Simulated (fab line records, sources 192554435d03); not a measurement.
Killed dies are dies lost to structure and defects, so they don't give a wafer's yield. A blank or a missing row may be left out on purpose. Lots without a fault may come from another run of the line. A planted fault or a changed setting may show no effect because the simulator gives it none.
fab line records | flow n5_finfet
record lots=7 wafers=21
route steps=1938 shown PASSIVATION@1930
start_h: hours from the record's first day to the start of the lot's first wafer shown | wait_h: hours since the lot's step before | " the same as in the row above | L1.1+2: a row that stands for several wafers | - no value, or no start given | * or withheld: withheld | < > ~ a bound
route shown NAME@n: a module of which the file shows steps, and the number in the route of the first | usual: mean/standard deviation of fault-free wafers | same: alike in all rows | chamber/n: place in a boat | sites: the reading at each site | _std_site: their standard deviation | _edge_site: outer sites' mean less inner sites' | radius_mm: how far each site lies from the wafer's centre | mask NAME#n: copy n | behind: the tool/chamber that last shaped the wafer | hold: why the lot was held/for how many hours/how that ended | device: the transistor (n, p or np) that didn't switch | end of line: the same wafers' tests at the end of the route | a step without rows: its recipe alone | killed: dies lost to structure and defects at the first sort, not the wafer's yield | map: a wafer's dies, x killed, . not, _ none there
set.NAME: the setting as run; set.NAME@STEP: as run at that earlier step | model.NAME: the simulator's own value behind a step, which no gauge read
lots whose settings were changed on purpose; a table a step, a row a wafer
## steps
# step N5_PASSIVATION_ETCH_54
# recipe chemistry=CHF3/O2 target=SiO2 target_depth_a=8800 CHF3_flow_sccm=50 O2_flow_sccm=5 Ar_flow_sccm=200 time_s=440 mask_material=PR pressure_mtorr=30 source_w=650 bias_w=170 ion_energy_ev=200
# columns lot.wafer tool chamber start_h wait_h set.time_s model.etch.depth_nm model.PASSIVATION.feature_depth_nm
L074.1 rie_diel-06 3 270.70 0.1 440 856.9 857
L074.5 " 3 " " 440 858.7 858.6
L074.6 " 0 " " 516.9 1062 1062
L083.3 rie_diel-01 1 335.83 0.1 440 863.2 863.2
L083.4 " 3 " " 440 889.3 889.4
L083.5 " 0 " " 440 885.3 885.2
L090.2 rie_diel-02 3 373.45 0.1 440 868.7 868.6
L090.3 " 0 " " 494.6 990.2 990.2
L090.6 " 0 " " 440 872.9 873
L095.1 rie_diel-01 1 399.33 0.1 440 876.7 876.6
L095.3 " 0 " " 399.3 810.7 810.8
L095.5 " 0 " " 440 889.2 889.2
L097.1 rie_diel-02 1 404.35 0.1 440 874.9 875
L097.3 " 2 " " 440 886.2 886.2
L097.5 " 2 " " 498.7 1000 1000
L094.1 rie_diel-01 3 404.52 0.1 413 843 843
L094.3 " 0 " " 413 833.7 833.6
L094.4 " 2 " " 440 892.3 892.2
L096.1 rie_diel-06 1 417.05 0.1 440 880.3 880.4
L096.2 " 3 " " 440 902.1 902
L096.6 " 0 " " 440 914.2 914.2
# step N5_PASSIVATION_STRIP_48
# recipe chemistry=O2 power_w=600 temp_c=60 pressure_mtorr=30 rf_frequency_hz=6e+07 bias_power_w=0 overash_fraction=0.5 o2_flow_sccm=225
# step N5_PASSIVATION_STRIP_52
# recipe chemistry=post_etch_residue_remover time_s=1200 temp_c=72.5
# step N5_PASSIVATION_SRD_72
# recipe dry=ipa_marangoni time_s=30 temp_c=23 rinse_liquid=diw
# step N5_PASSIVATION_ANNEAL_56
# recipe temp_c=400 time_s=1800 ambient=FGA idle_temp_c=300 ramp_up_c_per_min=5 ramp_down_c_per_min=3
# step N5_PASSIVATION_PROBE_49
# usual defect_limited_yield=91.2/1.3 killed_at_M0_to_M3=34/10 killed_at_M4_up=13/4.6 killed_at_contacts=13/5.5 killed_at_front_end=41/12 killed_at_other=2.8/2.4 killed_dies=104/16 killed_open=67/12 killed_short=33/7.2 sort_bin_4_leakage=0.00/0.012 sort_bin_5_function=5.1/0.86 sort_bin_6_memory=3.3/0.62 sort_bin_8_speed=0.00/0.014 sort_n_pass=1076/16 sort_yield_pct=91.2/1.3
# same gross_dies=1180 killed_at_back_side=0
# columns lot.wafer tool chamber start_h wait_h set.target_thk_a@PASSIVATION_SPUTTER_20 defect_limited_yield[%] killed_at_M0_to_M3 killed_at_M4_up killed_at_contacts killed_at_front_end killed_at_other killed_dies killed_open killed_short sort_bin_4_leakage[%] sort_bin_5_function[%] sort_bin_6_memory[%] sort_bin_8_speed[%] sort_n_pass sort_yield_pct[%]
L074.1 prober-01 - 273.48 0.0 554.6 48.9 534 11 15 42 1 603 67 21 0 46.9 3.4 0 577 48.9
L074.5 prober-01 - 273.68 0.2 500 89.3 35 20 14 57 0 126 88 35 0 5.8 4.7 0.08 1054 89.3
L074.6 prober-01 - 273.73 0.3 500 90.0 32 26 25 30 5 118 71 42 0.17 5.9 3.5 0 1062 90.0
L083.3 prober-02 - 338.71 0.1 500 90.5 42 11 19 38 2 112 76 29 0 5.3 3.7 0 1068 90.5
L083.4 prober-02 - 338.76 0.2 500 90.8 47 22 5 32 3 109 79 30 0.08 5.6 3.5 0 1070 90.7
L083.5 prober-02 - 338.81 0.2 500 89.2 47 16 11 49 4 127 89 36 0.08 6.1 4.4 0 1052 89.2
L090.2 prober-02 - 376.33 0.1 450.5 91.7 32 19 10 37 0 98 63 29 0 4.5 3.5 0 1082 91.7
L090.3 prober-02 - 376.38 0.1 500 21.9 875 9 9 28 0 921 53 43 0 74.7 3.1 0 259 21.9
L090.6 prober-02 - 376.53 0.3 450.5 90.4 51 17 12 28 5 113 77 28 0 6.3 3.1 0 1067 90.4
L095.1 prober-02 - 402.11 0.0 464.9 0 1121 16 9 31 3 1180 56 34 0 96.9 2.6 0 0 0
L095.3 prober-02 - 402.21 0.1 464.9 90.2 29 10 10 63 4 116 70 33 0.42 5.6 3.2 0 1064 90.2
L095.5 prober-02 - 402.31 0.2 500 16.7 35 18 24 56 850 983 94 39 0 78.9 3.6 0 197 16.7
L097.1 prober-02 - 407.13 0.0 500 92.2 44 10 9 28 1 92 55 31 0 4.0 3.4 0 1088 92.2
L097.3 prober-02 - 407.23 0.1 477.3 32.3 742 13 11 26 7 799 62 32 0 64.1 3.6 0 381 32.3
L097.5 prober-02 - 407.33 0.2 477.3 94.6 37 3 2 21 1 64 35 29 0 2.6 2.5 0 1116 94.6
L094.1 prober-01 - 407.30 0.0 500 93.0 23 14 7 34 5 83 51 24 0 4.4 2.5 0 1097 93.0
L094.3 prober-01 - 407.40 0.1 500 95.0 25 4 12 18 0 59 44 9 0 2.8 1.9 0 1121 95.0
L094.4 prober-01 - 407.45 0.2 500 93.1 26 11 13 30 1 81 56 19 0 4.4 2.2 0 1099 93.1
L096.1 prober-02 - 419.84 0.0 500 90.2 36 12 15 52 1 116 65 36 0 5.8 3.5 0 1064 90.2
L096.2 prober-02 - 419.89 0.1 561.2 70.7 50 13 15 42 226 346 63 34 0 25.8 3.1 0 834 70.7
L096.6 prober-02 - 420.09 0.3 561.2 83.8 42 11 8 54 76 191 64 30 0 13.1 3.0 0 989 83.8
# killed by level:class
L074.1 BEOL_M0_SAQP:area_ald=502 STI_FIN_REVEAL:geometric_particle:open=13 FIN_SAQP:geometric_particle:open=8 HKMG_FIN:area_etch=8 MOL_CONTACT_COAG:geometric_particle:open=7 BEOL_M2:geometric_particle:open=7 BEOL_M1:geometric_particle:open=6 BEOL_M0:geometric_particle:open=5
L074.5 STI_FIN_REVEAL:geometric_particle:open=19 MOL_CONTACT_COAG:geometric_particle:open=13 FIN_SAQP:geometric_particle:short=10 BEOL_M0_SAQP:geometric_particle:short=9 BEOL_M0_SAQP:geometric_particle:open=9 FIN_SAQP:geometric_particle:open=8 BEOL_M2:geometric_particle:open=7 GATE_CUT:geometric_particle:open=6
L074.6 MOL_CONTACT_COAG:geometric_particle:open=19 BEOL_M0_SAQP:geometric_particle:short=11 FIN_SAQP:geometric_particle:open=8 BEOL_M4:geometric_particle:open=7 MOL_CONTACT_COAG:geometric_particle:short=6 BEOL_M0_SAQP:geometric_particle:open=5 STARTING-WAFER:geometric_particle:open=5 BEOL_M4:geometric_particle:short=5
L083.3 MOL_CONTACT_COAG:geometric_particle:open=12 BEOL_M0_SAQP:geometric_particle:short=9 BEOL_M3:geometric_particle:open=8 BEOL_M0_SAQP:geometric_particle:open=8 DUMMY_GATE:geometric_particle:open=7 BEOL_M1:geometric_particle:open=6 BEOL_M2:geometric_particle:open=6 FIN_SAQP:geometric_particle:short=5
L083.4 BEOL_M0_SAQP:geometric_particle:open=15 BEOL_M2:geometric_particle:open=9 STI_FIN_REVEAL:geometric_particle:open=8 BEOL_M4:geometric_particle:open=8 FIN_SAQP:geometric_particle:open=6 BEOL_M0_SAQP:geometric_particle:short=6 BEOL_M3:geometric_particle:open=6 MOL_CONTACT_COAG:geometric_particle:open=5
L083.5 BEOL_M0_SAQP:geometric_particle:open=13 STI_FIN_REVEAL:geometric_particle:open=11 BEOL_M2:geometric_particle:open=11 MOL_CONTACT_COAG:geometric_particle:open=9 FIN_SAQP:geometric_particle:short=8 BEOL_M4:geometric_particle:open=8 FIN_SAQP:geometric_particle:open=7 BEOL_M3:geometric_particle:open=7
L090.2 MOL_CONTACT_COAG:geometric_particle:open=8 BEOL_M4:geometric_particle:open=8 DUMMY_GATE:geometric_particle:open=7 BEOL_M0_SAQP:geometric_particle:short=7 FIN_SAQP:geometric_particle:open=6 STI_FIN_REVEAL:geometric_particle:open=6 GATE_CUT:geometric_particle:short=6 BEOL_M0_SAQP:geometric_particle:open=6
L090.3 BEOL_M0_SAQP:area_ald=825 BEOL_M0_SAQP:geometric_particle:short=15 BEOL_M0_SAQP:geometric_particle:open=14 MOL_CONTACT_COAG:geometric_particle:open=7 BEOL_M3:geometric_particle:short=7 FIN_SAQP:geometric_particle:open=6 FIN_SAQP:geometric_particle:short=5 STI_FIN_REVEAL:geometric_particle:open=5
L090.6 BEOL_M2:geometric_particle:open=12 BEOL_M3:geometric_particle:open=10 MOL_CONTACT_COAG:geometric_particle:open=9 FIN_SAQP:geometric_particle:open=8 BEOL_M0_SAQP:geometric_particle:short=8 BEOL_M1:geometric_particle:open=8 BEOL_M0_SAQP:geometric_particle:open=7 STI_FIN_REVEAL:geometric_particle:open=5
L095.1 BEOL_M0_SAQP:area_ald=1088 BEOL_M0_SAQP:geometric_particle:short=8 BEOL_M2:geometric_particle:open=8 BEOL_M0_SAQP:geometric_particle:open=6 MOL_CONTACT_COAG:geometric_particle:open=6 FIN_SAQP:geometric_particle:short=5 BEOL_M4:geometric_particle:short=5 STI_FIN_REVEAL:geometric_particle:open=4
L095.3 FIN_SAQP:geometric_particle:open=22 FIN_SAQP:geometric_particle:short=12 STI_FIN_REVEAL:geometric_particle:open=8 MOL_CONTACT_COAG:geometric_particle:open=7 BEOL_M0_SAQP:geometric_particle:open=6 BEOL_M0:geometric_particle:open=5 M5:area_ald=5 ILD0:geometric_particle:short=4
L095.5 PASSIVATION:area_etch=847 MOL_CONTACT_COAG:geometric_particle:open=20 FIN_SAQP:geometric_particle:open=19 BEOL_M0_SAQP:geometric_particle:open=12 FIN_SAQP:geometric_particle:short=8 BEOL_M0_SAQP:geometric_particle:short=7 BEOL_M2:geometric_particle:open=7 STARTING-WAFER:geometric_particle:short=7
L097.1 FIN_SAQP:geometric_particle:short=10 BEOL_M2:geometric_particle:open=10 FIN_SAQP:geometric_particle:open=7 MOL_CONTACT_COAG:geometric_particle:open=7 BEOL_M3:geometric_particle:open=7 BEOL_M0_SAQP:geometric_particle:open=6 BEOL_M0_SAQP:geometric_particle:short=6 BEOL_M1:geometric_particle:open=4
L097.3 BEOL_M0_SAQP:area_ald=704 BEOL_M2:geometric_particle:open=11 BEOL_M3:geometric_particle:open=10 MOL_CONTACT_COAG:geometric_particle:open=8 BEOL_M1:geometric_particle:open=6 BEOL_M4:geometric_particle:short=6 FIN_SAQP:geometric_particle:open=5 BEOL_M4:geometric_particle:open=5
L094.1 FIN_SAQP:geometric_particle:open=7 STI_FIN_REVEAL:geometric_particle:open=7 BEOL_M0_SAQP:geometric_particle:open=6 FIN_SAQP:geometric_particle:short=5 MOL_CONTACT_COAG:geometric_particle:open=5 BEOL_M1:geometric_particle:open=5 BEOL_M4:geometric_particle:open=3 STARTING-WAFER:geometric_particle:open=3
L097.5 BEOL_M0_SAQP:geometric_particle:short=12 BEOL_M0_SAQP:geometric_particle:open=9 BEOL_M2:geometric_particle:open=7 FIN_SAQP:geometric_particle:short=4 BEOL_M2:geometric_particle:short=4 FIN_SAQP:geometric_particle:open=3 STARTING-WAFER:geometric_particle:short=3 STARTING-WAFER:geometric_particle:open=3
L094.3 BEOL_M3:geometric_particle:open=10 MOL_CONTACT_COAG:geometric_particle:open=8 STI_FIN_REVEAL:geometric_particle:open=4 MOL_CONTACT_COAG:geometric_particle:short=4 BEOL_M2:geometric_particle:open=4 DUMMY_GATE:geometric_particle:open=3 BEOL_M0_SAQP:geometric_particle:open=3 STARTING-WAFER:geometric_particle:open=3
L094.4 MOL_CONTACT_COAG:geometric_particle:open=11 BEOL_M1:geometric_particle:open=9 FIN_SAQP:geometric_particle:open=5 BEOL_M3:geometric_particle:open=5 FIN_SAQP:geometric_particle:short=3 STI_FIN_REVEAL:geometric_particle:short=3 STI_FIN_REVEAL:geometric_particle:open=3 DUMMY_GATE:geometric_particle:open=3
L096.1 FIN_SAQP:geometric_particle:short=14 FIN_SAQP:geometric_particle:open=13 BEOL_M0_SAQP:area_ald=13 MOL_CONTACT_COAG:geometric_particle:open=11 DUMMY_GATE:geometric_particle:open=7 STI_FIN_REVEAL:geometric_particle:open=6 BEOL_M3:geometric_particle:open=6 BEOL_M2:geometric_particle:open=5
L096.2 PASSIVATION:area_etch=225 BEOL_M0_SAQP:area_ald=20 MOL_CONTACT_COAG:geometric_particle:open=11 BEOL_M3:geometric_particle:open=8 FIN_SAQP:geometric_particle:open=7 FIN_SAQP:geometric_particle:short=6 STI_FIN_REVEAL:geometric_particle:open=6 GATE_CUT:geometric_particle:short=5
L096.6 PASSIVATION:area_etch=76 FIN_SAQP:geometric_particle:open=19 BEOL_M0_SAQP:area_ald=14 FIN_SAQP:geometric_particle:short=11 BEOL_M1:geometric_particle:open=6 STI_FIN_REVEAL:geometric_particle:open=5 BEOL_M0_SAQP:geometric_particle:open=4 GATE_CUT:geometric_particle:open=4
## key
split step=N5_PASSIVATION_ETCH_54 setting=time_s stated=440 by=wafer
response step=N5_PASSIVATION_ETCH_54 reading=model.etch.depth_nm change=+10.1 per=1% r=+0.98
response step=N5_PASSIVATION_ETCH_54 reading=model.PASSIVATION.feature_depth_nm change=+10.1 per=1% r=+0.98
split outside_this_file step=N5_PASSIVATION_SPUTTER_20 setting=target_thk_a
# split outside_this_file: this setting was split too, and the file shows its column; the key of that split is in another file
